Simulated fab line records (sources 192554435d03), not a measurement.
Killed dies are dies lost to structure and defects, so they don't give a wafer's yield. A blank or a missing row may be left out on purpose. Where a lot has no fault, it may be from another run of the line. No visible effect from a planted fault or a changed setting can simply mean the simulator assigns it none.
Which of the tools did it?    flow n5Finfet    6 lots, 18 wafers sampled, at 2 steps of a route of 1938

WHAT THE GAUGES SHOWED, per wafer
N5_PMOS_HMC_CHANNEL_EPI_THK_MEAS_22.
lot   measured     on            HMC_CMP_THK (nm)
L662  day 2 13:28  filmMetro-02  53.5 52.9 53.6
L665  day 3 08:04  filmMetro-01  54.0 53.4 52.9
L675  day 5 20:40  filmMetro-01  53.0 53.5 53.2
L677  day 6 07:51  filmMetro-01  53.8 53.5 53.5
L679  day 6 20:46  filmMetro-01  54.4 54.7 53.7
L682  day 7 17:50  filmMetro-02  52.6 53.1 53.1

WHAT TOOL EACH LOT RAN ON (gives the tool, then ch and the chambers of the sampled wafers, and finally the start)
lot   N5_PMOS_HMC_CHANNEL_EPI_HM_DEP_34
L662  pecvd-02 ch 0,1, day 2 10:40
L665  pecvd-04 ch 0, day 3 05:02
L675  pecvd-03 ch 1,2, day 5 16:58
L677  pecvd-04 ch 1,2, day 6 05:13
L679  pecvd-03 ch 1,2, day 6 16:49
L682  pecvd-04 ch 0,1, day 7 15:05
- N5_PMOS_HMC_CHANNEL_EPI_HM_DEP_34: deposits SiO2 from TEOS/O2, target thk 36 nm, time 6.9 s.

THE ANSWER, worked out from the rows above alone
Rule: the lots themselves supply what counts as usual. Put in order of their means at a reading, lots are off if they are a third of the lots or fewer, leave a main group of 4 or more, and stand apart from it by a gap of 3 or more times the standard deviation of the main group's means; of several such gaps the widest counts. A main group whose means are all the same, to the digits that the tables above print for the reading, isn't used. Also off: a lot with no number at a reading for which 4 or more lots have one. Any other lot the step has rows for is counted as sound.
Nothing can be told from this: no lot is off at any reading shown.

WHAT THE SIMULATOR HAD PUT IN
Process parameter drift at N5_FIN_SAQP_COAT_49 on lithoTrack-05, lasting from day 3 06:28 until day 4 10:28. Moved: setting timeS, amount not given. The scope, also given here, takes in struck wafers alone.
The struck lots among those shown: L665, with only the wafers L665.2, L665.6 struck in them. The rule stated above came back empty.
